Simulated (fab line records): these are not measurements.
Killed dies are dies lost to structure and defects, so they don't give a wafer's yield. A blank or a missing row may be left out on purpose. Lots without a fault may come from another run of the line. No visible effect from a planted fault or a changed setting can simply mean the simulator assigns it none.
What tool caused it? :: flow n5-finfet :: 72 wafers from 24 lots sampled at 6 of the route's 1938 steps

WHAT THE GAUGES READ, wafer by wafer
N5_BEOL_M13_CD_MEAS_10 targets a cd of 190 nm. Usual: cd-nm at 191.0 nm, with a standard deviation of 1.7.
lot: L074
measured: day 10 07:47
on: cd-sem-01
cd-nm (nm): 188.7 191.1 191.4
flag: 

lot: L075
measured: day 11 02:28
on: cd-sem-03
cd-nm (nm): 192.8 191.1 190.8
flag: 

lot: L076
measured: day 11 06:20
on: cd-sem-01
cd-nm (nm): 191.2 189.9 188.8
flag: 

lot: L077
measured: day 11 08:34
on: cd-sem-03
cd-nm (nm): 191.4 193.0 190.3
flag: 

lot: L078
measured: day 11 16:32
on: cd-sem-02
cd-nm (nm): 191.6 186.7 188.6
flag: 

lot: L079
measured: day 11 16:56
on: cd-sem-01
cd-nm (nm): 189.4 191.9 189.7
flag: 

lot: L080
measured: day 12 00:36
on: cd-sem-02
cd-nm (nm): 192.6 192.0 190.3
flag: 

lot: L081
measured: day 12 11:49
on: cd-sem-02
cd-nm (nm): 192.8 192.2 193.1
flag: 

lot: L082
measured: day 12 22:29
on: cd-sem-02
cd-nm (nm): 193.2 192.1 193.1
flag: 

lot: L084
measured: day 13 09:14
on: cd-sem-03
cd-nm (nm): 192.0 189.9 190.9
flag: 

lot: L085
measured: day 13 05:34
on: cd-sem-02
cd-nm (nm): 193.4 190.4 193.3
flag: 

lot: L083
measured: day 13 13:19
on: cd-sem-03
cd-nm (nm): 189.3 190.9 192.2
flag: 

lot: L086
measured: day 14 03:19
on: cd-sem-01
cd-nm (nm): 192.0 190.6 188.6
flag: 

lot: L087
measured: day 14 03:29
on: cd-sem-01
cd-nm (nm): 191.4 192.0 192.0
flag: 

lot: L088
measured: day 14 08:19
on: cd-sem-01
cd-nm (nm): 192.9 193.8 193.1
flag: 

lot: L089
measured: day 14 13:48
on: cd-sem-03
cd-nm (nm): 192.3 190.3 192.0
flag: 

lot: L090
measured: day 14 20:35
on: cd-sem-03
cd-nm (nm): 189.0 190.5 188.2
flag: 

lot: L091
measured: day 15 07:14
on: cd-sem-03
cd-nm (nm): 192.7 191.2 190.7
flag: 

lot: L092
measured: day 15 07:37
on: cd-sem-01
cd-nm (nm): 190.7 191.4 189.2
flag: 

lot: L094
measured: day 15 15:10
on: cd-sem-02
cd-nm (nm): 191.4 193.7 188.5
flag: 

lot: L093
measured: day 15 15:19
on: cd-sem-02
cd-nm (nm): 191.8 191.4 192.9
flag: 

lot: L095
measured: day 16 01:19
on: cd-sem-01
cd-nm (nm): 188.9 190.8 189.1
flag: 

lot: L096
measured: day 16 11:23
on: cd-sem-03
cd-nm (nm): 191.4 191.8 193.8
flag: 

lot: L097
measured: day 16 11:45
on: cd-sem-01
cd-nm (nm): 190.9 188.9 191.0
flag: 

N5_BEOL_M13_RS_MEAS_54: uses a four-point probe to measure. Usual: M13_RS typically reads 0.0448 ohm/sq, with standard deviation 0.00072.
lot: L074
measured: day 10 13:49
on: film-metro-01
M13_RS (ohm/sq): 0.0439 0.0436 0.0437
flag: 

lot: L075
measured: day 11 09:12
on: film-metro-02
M13_RS (ohm/sq): 0.0446 0.0442 0.0456
flag: 

lot: L076
measured: day 11 09:45
on: film-metro-01
M13_RS (ohm/sq): 0.0453 0.0452 0.0451
flag: 

lot: L077
measured: day 11 16:22
on: film-metro-02
M13_RS (ohm/sq): 0.0456 0.0456 0.0457
flag: 

lot: L078
measured: day 11 21:00
on: film-metro-01
M13_RS (ohm/sq): 0.0438 0.0441 0.0439
flag: 

lot: L079
measured: day 11 23:16
on: film-metro-02
M13_RS (ohm/sq): 0.0442 0.0453 0.0447
flag: 

lot: L080
measured: day 12 07:35
on: film-metro-02
M13_RS (ohm/sq): 0.0448 0.0456 0.0459
flag: 

lot: L081
measured: day 12 16:32
on: film-metro-02
M13_RS (ohm/sq): 0.0440 0.0449 0.0453
flag: 

lot: L082
measured: day 13 03:59
on: film-metro-02
M13_RS (ohm/sq): 0.0455 0.0439 0.0447
flag: 

lot: L084
measured: day 13 13:52
on: film-metro-02
M13_RS (ohm/sq): 0.0457 0.0451 0.0441
flag: 

lot: L085
measured: day 13 13:10
on: film-metro-02
M13_RS (ohm/sq): 0.0442 0.0440 0.0444
flag: 

lot: L083
measured: day 13 16:51
on: film-metro-01
M13_RS (ohm/sq): 0.0441 0.0442 0.0442
flag: 

lot: L086
measured: day 14 08:20
on: film-metro-01
M13_RS (ohm/sq): 0.0446 0.0459 0.0463
flag: 

lot: L087
measured: day 14 09:02
on: film-metro-01
M13_RS (ohm/sq): 0.0458 0.0445 0.0447
flag: 

lot: L088
measured: day 14 15:51
on: film-metro-02
M13_RS (ohm/sq): 0.0463 0.0465 0.0452
flag: 

lot: L089
measured: day 14 19:40
on: film-metro-02
M13_RS (ohm/sq): 0.0446 0.0434 0.0452
flag: 

lot: L090
measured: day 15 01:31
on: film-metro-01
M13_RS (ohm/sq): 0.0460 0.0445 0.0465
flag: 

lot: L091
measured: day 15 10:56
on: film-metro-02
M13_RS (ohm/sq): 0.0457 0.0446 0.0461
flag: 

lot: L092
measured: day 15 11:58
on: film-metro-01
M13_RS (ohm/sq): 0.0447 0.0464 0.0443
flag: 

lot: L094
measured: day 15 19:13
on: film-metro-01
M13_RS (ohm/sq): 0.0449 0.0448 0.0442
flag: 

lot: L093
measured: day 15 20:16
on: film-metro-01
M13_RS (ohm/sq): 0.0454 0.0457 0.0453
flag: 

lot: L095
measured: day 16 04:39
on: film-metro-01
M13_RS (ohm/sq): 0.0447 0.0460 0.0440
flag: 

lot: L096
measured: day 16 18:16
on: film-metro-01
M13_RS (ohm/sq): 0.0441 0.0456 0.0439
flag: 

lot: L097
measured: day 16 18:44
on: film-metro-01
M13_RS (ohm/sq): 0.0451 0.0455 0.0453
flag: 

WHICH TOOL RAN EACH LOT (tool, then ch and the chambers of the sampled wafers, then the start)
lot: L074
N5_BEOL_M11_CURE_72: uv-cure-02 ch 0, day 10 00:25
N5_BEOL_M11_SPUTTER_48: pvd-sputter-03, day 10 01:46
N5_BEOL_M12_DEGAS_41: pvd-sputter-02, day 10 06:00
N5_BEOL_M13_CMP_49: cmp-04 ch 0,2,3, day 10 13:25

lot: L075
N5_BEOL_M11_CURE_72: uv-cure-03 ch 0, day 10 12:14
N5_BEOL_M11_SPUTTER_48: pvd-sputter-01, day 10 13:37
N5_BEOL_M12_DEGAS_41: pvd-sputter-01, day 10 23:13
N5_BEOL_M13_CMP_49: cmp-01 ch 1,2,3, day 11 08:47

lot: L076
N5_BEOL_M11_CURE_72: uv-cure-01 ch 2, day 10 21:06
N5_BEOL_M11_SPUTTER_48: pvd-sputter-01, day 10 22:08
N5_BEOL_M12_DEGAS_41: pvd-sputter-03, day 11 04:35
N5_BEOL_M13_CMP_49: cmp-04 ch 2,3, day 11 09:19

lot: L077
N5_BEOL_M11_CURE_72: uv-cure-03 ch 2, day 10 22:39
N5_BEOL_M11_SPUTTER_48: pvd-sputter-01, day 11 01:25
N5_BEOL_M12_DEGAS_41: pvd-sputter-02, day 11 06:46
N5_BEOL_M13_CMP_49: cmp-02 ch 0,1,2, day 11 15:56

lot: L078
N5_BEOL_M11_CURE_72: uv-cure-01 ch 2, day 11 05:10
N5_BEOL_M11_SPUTTER_48: pvd-sputter-03, day 11 06:22
N5_BEOL_M12_DEGAS_41: pvd-sputter-03, day 11 14:37
N5_BEOL_M13_CMP_49: cmp-01 ch 1,2,3, day 11 20:39

lot: L079
N5_BEOL_M11_CURE_72: uv-cure-03 ch 0, day 11 05:45
N5_BEOL_M11_SPUTTER_48: pvd-sputter-02, day 11 07:13
N5_BEOL_M12_DEGAS_41: pvd-sputter-01, day 11 14:47
N5_BEOL_M13_CMP_49: cmp-02 ch 0,1,2, day 11 22:49

lot: L080
N5_BEOL_M11_CURE_72: uv-cure-02 ch 0, day 11 14:04
N5_BEOL_M11_SPUTTER_48: pvd-sputter-01, day 11 17:57
N5_BEOL_M12_DEGAS_41: pvd-sputter-03, day 11 22:49
N5_BEOL_M13_CMP_49: cmp-01 ch 0,1,2, day 12 07:08

lot: L081
N5_BEOL_M11_CURE_72: uv-cure-01 ch 0, day 12 05:19
N5_BEOL_M11_SPUTTER_48: pvd-sputter-02, day 12 06:27
N5_BEOL_M12_DEGAS_41: pvd-sputter-02, day 12 10:04
N5_BEOL_M13_CMP_49: cmp-04 ch 0,2,3, day 12 16:09

lot: L082
N5_BEOL_M11_CURE_72: uv-cure-03 ch 0, day 12 13:18
N5_BEOL_M11_SPUTTER_48: pvd-sputter-02, day 12 15:54
N5_BEOL_M12_DEGAS_41: pvd-sputter-01, day 12 19:53
N5_BEOL_M13_CMP_49: cmp-04 ch 0,1,2, day 13 03:34

lot: L084
N5_BEOL_M11_CURE_72: uv-cure-02 ch 0, day 12 22:38
N5_BEOL_M11_SPUTTER_48: pvd-sputter-02, day 13 00:19
N5_BEOL_M12_DEGAS_41: pvd-sputter-02, day 13 07:21
N5_BEOL_M13_CMP_49: cmp-04 ch 1,3, day 13 13:26

lot: L085
N5_BEOL_M11_CURE_72: uv-cure-01 ch 0, day 12 22:52
N5_BEOL_M11_SPUTTER_48: pvd-sputter-02, day 13 00:14
N5_BEOL_M12_DEGAS_41: pvd-sputter-02, day 13 03:50
N5_BEOL_M13_CMP_49: cmp-04 ch 0,2,3, day 13 12:49

lot: L083
N5_BEOL_M11_CURE_72: uv-cure-01 ch 1, day 13 01:05
N5_BEOL_M11_SPUTTER_48: pvd-sputter-01, day 13 03:09
N5_BEOL_M12_DEGAS_41: pvd-sputter-02, day 13 11:27
N5_BEOL_M13_CMP_49: cmp-02 ch 0,3, day 13 16:26

lot: L086
N5_BEOL_M11_CURE_72: uv-cure-01 ch 2, day 13 19:31
N5_BEOL_M11_SPUTTER_48: pvd-sputter-02, day 13 21:01
N5_BEOL_M12_DEGAS_41: pvd-sputter-03, day 14 01:14
N5_BEOL_M13_CMP_49: cmp-02 ch 1,2,3, day 14 07:54

lot: L087
N5_BEOL_M11_CURE_72: uv-cure-03 ch 1, day 13 19:59
N5_BEOL_M11_SPUTTER_48: pvd-sputter-02, day 13 21:12
N5_BEOL_M12_DEGAS_41: pvd-sputter-02, day 14 01:16
N5_BEOL_M13_CMP_49: cmp-01 ch 0,1,2, day 14 08:37

lot: L088
N5_BEOL_M11_CURE_72: uv-cure-01 ch 2, day 14 00:09
N5_BEOL_M11_SPUTTER_48: pvd-sputter-03, day 14 01:08
N5_BEOL_M12_DEGAS_41: pvd-sputter-01, day 14 06:32
N5_BEOL_M13_CMP_49: cmp-02 ch 0,1,3, day 14 15:30

lot: L089
N5_BEOL_M11_CURE_72: uv-cure-03 ch 1, day 14 04:05
N5_BEOL_M11_SPUTTER_48: pvd-sputter-01, day 14 05:55
N5_BEOL_M12_DEGAS_41: pvd-sputter-03, day 14 11:53
N5_BEOL_M13_CMP_49: cmp-02 ch 0,2,3, day 14 19:21

lot: L090
N5_BEOL_M11_CURE_72: uv-cure-02 ch 1, day 14 12:52
N5_BEOL_M11_SPUTTER_48: pvd-sputter-02, day 14 14:31
N5_BEOL_M12_DEGAS_41: pvd-sputter-03, day 14 18:51
N5_BEOL_M13_CMP_49: cmp-04 ch 0,3, day 15 01:06

lot: L091
N5_BEOL_M11_CURE_72: uv-cure-02 ch 2, day 14 17:44
N5_BEOL_M11_SPUTTER_48: pvd-sputter-02, day 14 18:59
N5_BEOL_M12_DEGAS_41: pvd-sputter-02, day 15 05:11
N5_BEOL_M13_CMP_49: cmp-02 ch 1,3, day 15 10:33

lot: L092
N5_BEOL_M11_CURE_72: uv-cure-03 ch 0, day 14 21:44
N5_BEOL_M11_SPUTTER_48: pvd-sputter-02, day 14 23:36
N5_BEOL_M12_DEGAS_41: pvd-sputter-03, day 15 05:33
N5_BEOL_M13_CMP_49: cmp-01 ch 0,3, day 15 11:33

lot: L094
N5_BEOL_M11_CURE_72: uv-cure-03 ch 1, day 15 06:13
N5_BEOL_M11_SPUTTER_48: pvd-sputter-03, day 15 07:18
N5_BEOL_M12_DEGAS_41: pvd-sputter-03, day 15 13:18
N5_BEOL_M13_CMP_49: cmp-04 ch 2,3, day 15 18:48

lot: L093
N5_BEOL_M11_CURE_72: uv-cure-01 ch 1, day 15 07:07
N5_BEOL_M11_SPUTTER_48: pvd-sputter-01, day 15 08:59
N5_BEOL_M12_DEGAS_41: pvd-sputter-02, day 15 13:20
N5_BEOL_M13_CMP_49: cmp-04 ch 0,1,2, day 15 19:55

lot: L095
N5_BEOL_M11_CURE_72: uv-cure-01 ch 0, day 15 16:15
N5_BEOL_M11_SPUTTER_48: pvd-sputter-03, day 15 17:29
N5_BEOL_M12_DEGAS_41: pvd-sputter-01, day 15 23:28
N5_BEOL_M13_CMP_49: cmp-04 ch 0,2,3, day 16 04:16

lot: L096
N5_BEOL_M11_CURE_72: uv-cure-02 ch 1, day 15 23:43
N5_BEOL_M11_SPUTTER_48: pvd-sputter-02, day 16 02:05
N5_BEOL_M12_DEGAS_41: pvd-sputter-01, day 16 09:23
N5_BEOL_M13_CMP_49: cmp-01 ch 2,3, day 16 17:50

lot: L097
N5_BEOL_M11_CURE_72: uv-cure-02 ch 0, day 16 00:58
N5_BEOL_M11_SPUTTER_48: pvd-sputter-01, day 16 03:02
N5_BEOL_M12_DEGAS_41: pvd-sputter-01, day 16 09:53
N5_BEOL_M13_CMP_49: cmp-02 ch 1,2, day 16 18:17
- N5_BEOL_M11_CURE_72: cures SiCOH lowk, time 120 s.
- N5_BEOL_M11_SPUTTER_48: material Cu, target thk 12 nm, time 2 s.
- N5_BEOL_M12_DEGAS_41: time 60 s.
- N5_BEOL_M13_CMP_49: polishes, stops on SiOC, t overpolish 17.1 s, target thk 420 nm.

AS READ BY THE TOOLS THEMSELVES (means over the sampled wafers that have a number; for cases with no such wafer, the mark the record gives instead)
N5_BEOL_M11_CURE_72. Usual: lamp-power-pct 52.31 %, standard deviation 0.055; wafer_temp_C_max 371.6, standard deviation 0.59.
lot: L074
tool: uv-cure-02
lamp-power-pct (%): 52.33
wafer_temp_C_max: 371.0
flag: 

lot: L075
tool: uv-cure-03
lamp-power-pct (%): 52.34
wafer_temp_C_max: 372.1
flag: 

lot: L076
tool: uv-cure-01
lamp-power-pct (%): 52.33
wafer_temp_C_max: 372.1
flag: 

lot: L077
tool: uv-cure-03
lamp-power-pct (%): 52.31
wafer_temp_C_max: 370.9
flag: 

lot: L078
tool: uv-cure-01
lamp-power-pct (%): 52.27
wafer_temp_C_max: 371.9
flag: 

lot: L079
tool: uv-cure-03
lamp-power-pct (%): 52.25
wafer_temp_C_max: 372.2
flag: 

lot: L080
tool: uv-cure-02
lamp-power-pct (%): 52.32
wafer_temp_C_max: 371.4
flag: 

lot: L081
tool: uv-cure-01
lamp-power-pct (%): 52.30
wafer_temp_C_max: 370.8
flag: 

lot: L082
tool: uv-cure-03
lamp-power-pct (%): 52.36
wafer_temp_C_max: 371.7
flag: 

lot: L084
tool: uv-cure-02
lamp-power-pct (%): 52.31
wafer_temp_C_max: 371.6
flag: 

lot: L085
tool: uv-cure-01
lamp-power-pct (%): 52.26
wafer_temp_C_max: 370.8
flag: 

lot: L083
tool: uv-cure-01
lamp-power-pct (%): 52.31
wafer_temp_C_max: 371.6
flag: 

lot: L086
tool: uv-cure-01
lamp-power-pct (%): 52.31
wafer_temp_C_max: 372.0
flag: 

lot: L087
tool: uv-cure-03
lamp-power-pct (%): 52.32
wafer_temp_C_max: 371.9
flag: 

lot: L088
tool: uv-cure-01
lamp-power-pct (%): 52.32
wafer_temp_C_max: 371.8
flag: 

lot: L089
tool: uv-cure-03
lamp-power-pct (%): 52.30
wafer_temp_C_max: 372.2
flag: 

lot: L090
tool: uv-cure-02
lamp-power-pct (%): 52.30
wafer_temp_C_max: 371.4
flag: 

lot: L091
tool: uv-cure-02
lamp-power-pct (%): 52.37
wafer_temp_C_max: 372.5
flag: 

lot: L092
tool: uv-cure-03
lamp-power-pct (%): 52.35
wafer_temp_C_max: 371.9
flag: 

lot: L094
tool: uv-cure-03
lamp-power-pct (%): 52.34
wafer_temp_C_max: 371.6
flag: 

lot: L093
tool: uv-cure-01
lamp-power-pct (%): 52.35
wafer_temp_C_max: 371.4
flag: 

lot: L095
tool: uv-cure-01
lamp-power-pct (%): 52.30
wafer_temp_C_max: 371.1
flag: 

lot: L096
tool: uv-cure-02
lamp-power-pct (%): 52.29
wafer_temp_C_max: 371.7
flag: 

lot: L097
tool: uv-cure-02
lamp-power-pct (%): 52.33
wafer_temp_C_max: 371.4
flag: 

N5_BEOL_M11_SPUTTER_48. Usual: throttle-valve-pct at 29.6 %, with a standard deviation of 0.71.
lot: L074
tool: pvd-sputter-03
throttle-valve-pct (%): 30.9
flag: 

lot: L075
tool: pvd-sputter-01
throttle-valve-pct (%): 29.4
flag: 

lot: L076
tool: pvd-sputter-01
throttle-valve-pct (%): 29.2
flag: 

lot: L077
tool: pvd-sputter-01
throttle-valve-pct (%): 29.2
flag: 

lot: L078
tool: pvd-sputter-03
throttle-valve-pct (%): 29.7
flag: 

lot: L079
tool: pvd-sputter-02
throttle-valve-pct (%): 30.4
flag: 

lot: L080
tool: pvd-sputter-01
throttle-valve-pct (%): 29.4
flag: 

lot: L081
tool: pvd-sputter-02
throttle-valve-pct (%): 29.8
flag: 

lot: L082
tool: pvd-sputter-02
throttle-valve-pct (%): 29.4
flag: 

lot: L084
tool: pvd-sputter-02
throttle-valve-pct (%): 28.9
flag: 

lot: L085
tool: pvd-sputter-02
throttle-valve-pct (%): 30.0
flag: 

lot: L083
tool: pvd-sputter-01
throttle-valve-pct (%): 29.0
flag: 

lot: L086
tool: pvd-sputter-02
throttle-valve-pct (%): 29.4
flag: 

lot: L087
tool: pvd-sputter-02
throttle-valve-pct (%): 29.3
flag: 

lot: L088
tool: pvd-sputter-03
throttle-valve-pct (%): 30.0
flag: 

lot: L089
tool: pvd-sputter-01
throttle-valve-pct (%): 29.3
flag: 

lot: L090
tool: pvd-sputter-02
throttle-valve-pct (%): 28.9
flag: 

lot: L091
tool: pvd-sputter-02
throttle-valve-pct (%): 29.4
flag: 

lot: L092
tool: pvd-sputter-02
throttle-valve-pct (%): 29.5
flag: 

lot: L094
tool: pvd-sputter-03
throttle-valve-pct (%): 30.1
flag: 

lot: L093
tool: pvd-sputter-01
throttle-valve-pct (%): 29.6
flag: 

lot: L095
tool: pvd-sputter-03
throttle-valve-pct (%): 30.5
flag: 

lot: L096
tool: pvd-sputter-02
throttle-valve-pct (%): 29.1
flag: 

lot: L097
tool: pvd-sputter-01
throttle-valve-pct (%): 29.1
flag: 

N5_BEOL_M12_DEGAS_41. Usual: heater-power-w at 332 W, with a standard deviation of 16.
lot: L074
tool: pvd-sputter-02
heater-power-w (W): 332
flag: 

lot: L075
tool: pvd-sputter-01
heater-power-w (W): 336
flag: 

lot: L076
tool: pvd-sputter-03
heater-power-w (W): 324
flag: 

lot: L077
tool: pvd-sputter-02
heater-power-w (W): 330
flag: 

lot: L078
tool: pvd-sputter-03
heater-power-w (W): 339
flag: 

lot: L079
tool: pvd-sputter-01
heater-power-w (W): 322
flag: 

lot: L080
tool: pvd-sputter-03
heater-power-w (W): 346
flag: 

lot: L081
tool: pvd-sputter-02
heater-power-w (W): 337
flag: 

lot: L082
tool: pvd-sputter-01
heater-power-w (W): 325
flag: 

lot: L084
tool: pvd-sputter-02
heater-power-w (W): 312
flag: 

lot: L085
tool: pvd-sputter-02
heater-power-w (W): 326
flag: 

lot: L083
tool: pvd-sputter-02
heater-power-w (W): 346
flag: 

lot: L086
tool: pvd-sputter-03
heater-power-w (W): 330
flag: 

lot: L087
tool: pvd-sputter-02
heater-power-w (W): 331
flag: 

lot: L088
tool: pvd-sputter-01
heater-power-w (W): 334
flag: 

lot: L089
tool: pvd-sputter-03
heater-power-w (W): 333
flag: 

lot: L090
tool: pvd-sputter-03
heater-power-w (W): 342
flag: 

lot: L091
tool: pvd-sputter-02
heater-power-w (W): 335
flag: 

lot: L092
tool: pvd-sputter-03
heater-power-w (W): 337
flag: 

lot: L094
tool: pvd-sputter-03
heater-power-w (W): 328
flag: 

lot: L093
tool: pvd-sputter-02
heater-power-w (W): 342
flag: 

lot: L095
tool: pvd-sputter-01
heater-power-w (W): 328
flag: 

lot: L096
tool: pvd-sputter-01
heater-power-w (W): 332
flag: 

lot: L097
tool: pvd-sputter-01
heater-power-w (W): 326
flag: 

N5_BEOL_M13_CMP_49. Usual: barrier-field-endpoint-s 30.3 s, standard deviation 0.99; clearing-platen-down-force-psi 1.500 psi, standard deviation 0.0032; motor-current-A 6.1 A, standard deviation 0.56; overpolish-run-s 17.099 s, standard deviation 0.0095; pad-life-wafers 906, standard deviation 500; retaining-ring-pressure-frac 1.000, standard deviation 0.005.
lot: L074
tool: cmp-04
barrier-field-endpoint-s (s): 30.6
clearing-platen-down-force-psi (psi): 1.501
motor-current-A (A): 6.2
overpolish-run-s (s): 17.095
pad-life-wafers: 686
retaining-ring-pressure-frac: 1.005
flag: 

lot: L075
tool: cmp-01
barrier-field-endpoint-s (s): 30.7
clearing-platen-down-force-psi (psi): 1.501
motor-current-A (A): 6.3
overpolish-run-s (s): 17.108
pad-life-wafers: 218
retaining-ring-pressure-frac: 1.002
flag: 

lot: L076
tool: cmp-04
barrier-field-endpoint-s (s): 31.2
clearing-platen-down-force-psi (psi): 1.501
motor-current-A (A): 6.2
overpolish-run-s (s): 17.110
pad-life-wafers: 876
retaining-ring-pressure-frac: 1.001
flag: 

lot: L077
tool: cmp-02
barrier-field-endpoint-s (s): 28.5
clearing-platen-down-force-psi (psi): 1.499
motor-current-A (A): 6.1
overpolish-run-s (s): 17.098
pad-life-wafers: 91
retaining-ring-pressure-frac: 0.998
flag: 

lot: L078
tool: cmp-01
barrier-field-endpoint-s (s): 29.3
clearing-platen-down-force-psi (psi): 1.498
motor-current-A (A): 6.7
overpolish-run-s (s): 17.089
pad-life-wafers: 320
retaining-ring-pressure-frac: 1.003
flag: 

lot: L079
tool: cmp-02
barrier-field-endpoint-s (s): 30.0
clearing-platen-down-force-psi (psi): 1.503
motor-current-A (A): 5.9
overpolish-run-s (s): 17.107
pad-life-wafers: 151
retaining-ring-pressure-frac: 1.000
flag: 

lot: L080
tool: cmp-01
barrier-field-endpoint-s (s): 30.7
clearing-platen-down-force-psi (psi): 1.499
motor-current-A (A): 6.7
overpolish-run-s (s): 17.105
pad-life-wafers: 403
retaining-ring-pressure-frac: 1.003
flag: 

lot: L081
tool: cmp-04
barrier-field-endpoint-s (s): 30.7
clearing-platen-down-force-psi (psi): 1.499
motor-current-A (A): 6.1
overpolish-run-s (s): 17.101
pad-life-wafers: 1148
retaining-ring-pressure-frac: 0.998
flag: 

lot: L082
tool: cmp-04
barrier-field-endpoint-s (s): 29.8
clearing-platen-down-force-psi (psi): 1.501
motor-current-A (A): 6.1
overpolish-run-s (s): 17.100
pad-life-wafers: 1220
retaining-ring-pressure-frac: 1.000
flag: 

lot: L084
tool: cmp-04
barrier-field-endpoint-s (s): 29.1
clearing-platen-down-force-psi (psi): 1.500
motor-current-A (A): 5.5
overpolish-run-s (s): 17.101
pad-life-wafers: 1309
retaining-ring-pressure-frac: 0.999
flag: 

lot: L085
tool: cmp-04
barrier-field-endpoint-s (s): 30.2
clearing-platen-down-force-psi (psi): 1.502
motor-current-A (A): 6.5
overpolish-run-s (s): 17.104
pad-life-wafers: 1304
retaining-ring-pressure-frac: 1.001
flag: 

lot: L083
tool: cmp-02
barrier-field-endpoint-s (s): 30.0
clearing-platen-down-force-psi (psi): 1.501
motor-current-A (A): 5.8
overpolish-run-s (s): 17.096
pad-life-wafers: 440
retaining-ring-pressure-frac: 0.999
flag: 

lot: L086
tool: cmp-02
barrier-field-endpoint-s (s): 30.3
clearing-platen-down-force-psi (psi): 1.501
motor-current-A (A): 5.8
overpolish-run-s (s): 17.100
pad-life-wafers: 602
retaining-ring-pressure-frac: 1.005
flag: 

lot: L087
tool: cmp-01
barrier-field-endpoint-s (s): 30.4
clearing-platen-down-force-psi (psi): 1.498
motor-current-A (A): 6.6
overpolish-run-s (s): 17.089
pad-life-wafers: 739
retaining-ring-pressure-frac: 0.999
flag: 

lot: L088
tool: cmp-02
barrier-field-endpoint-s (s): 30.9
clearing-platen-down-force-psi (psi): 1.503
motor-current-A (A): 5.7
overpolish-run-s (s): 17.091
pad-life-wafers: 650
retaining-ring-pressure-frac: 0.999
flag: 

lot: L089
tool: cmp-02
barrier-field-endpoint-s (s): 30.9
clearing-platen-down-force-psi (psi): 1.499
motor-current-A (A): 5.7
overpolish-run-s (s): 17.099
pad-life-wafers: 687
retaining-ring-pressure-frac: 1.002
flag: 

lot: L090
tool: cmp-04
barrier-field-endpoint-s (s): 30.6
clearing-platen-down-force-psi (psi): 1.503
motor-current-A (A): 5.9
overpolish-run-s (s): 17.093
pad-life-wafers: 1614
retaining-ring-pressure-frac: 1.001
flag: 

lot: L091
tool: cmp-02
barrier-field-endpoint-s (s): 31.5
clearing-platen-down-force-psi (psi): 1.504
motor-current-A (A): 5.7
overpolish-run-s (s): 17.112
pad-life-wafers: 812
retaining-ring-pressure-frac: 0.992
flag: 

lot: L092
tool: cmp-01
barrier-field-endpoint-s (s): 31.4
clearing-platen-down-force-psi (psi): 1.498
motor-current-A (A): 6.2
overpolish-run-s (s): 17.108
pad-life-wafers: 930
retaining-ring-pressure-frac: 1.000
flag: 

lot: L094
tool: cmp-04
barrier-field-endpoint-s (s): 29.8
clearing-platen-down-force-psi (psi): 1.504
motor-current-A (A): 6.3
overpolish-run-s (s): 17.092
pad-life-wafers: 1722
retaining-ring-pressure-frac: 0.995
flag: 

lot: L093
tool: cmp-04
barrier-field-endpoint-s (s): 31.6
clearing-platen-down-force-psi (psi): 1.500
motor-current-A (A): 6.0
overpolish-run-s (s): 17.096
pad-life-wafers: 1736
retaining-ring-pressure-frac: 1.004
flag: 

lot: L095
tool: cmp-04
barrier-field-endpoint-s (s): 30.2
clearing-platen-down-force-psi (psi): 1.498
motor-current-A (A): 6.4
overpolish-run-s (s): 17.093
pad-life-wafers: 1808
retaining-ring-pressure-frac: 0.997
flag: 

lot: L096
tool: cmp-01
barrier-field-endpoint-s (s): 31.2
clearing-platen-down-force-psi (psi): 1.500
motor-current-A (A): 6.7
overpolish-run-s (s): 17.097
pad-life-wafers: 1182
retaining-ring-pressure-frac: 0.999
flag: 

lot: L097
tool: cmp-02
barrier-field-endpoint-s (s): 29.5
clearing-platen-down-force-psi (psi): 1.504
motor-current-A (A): 6.0
overpolish-run-s (s): 17.099
pad-life-wafers: 1086
retaining-ring-pressure-frac: 1.007
flag: 

THE ANSWER, worked out from the rows above alone
Rule: a lot is off if the mean of its wafers that have a number lies more than 3 standard deviations from the usual mean. A lot without any number at a reading at which 4 lots or more have one is off too. Where the step has rows for the other lots, those lots are counted as sound. After the gauges, taken in route order, come the tools' own readings; for these a lot's mean is taken, as printed above. The first step at which some lot is off is used, and at that step the reading that is off furthest; a lot without a number counts as furthest.
No lot is off at any reading shown: from this, nothing can be told.

WHAT THE SIMULATOR PUT IN
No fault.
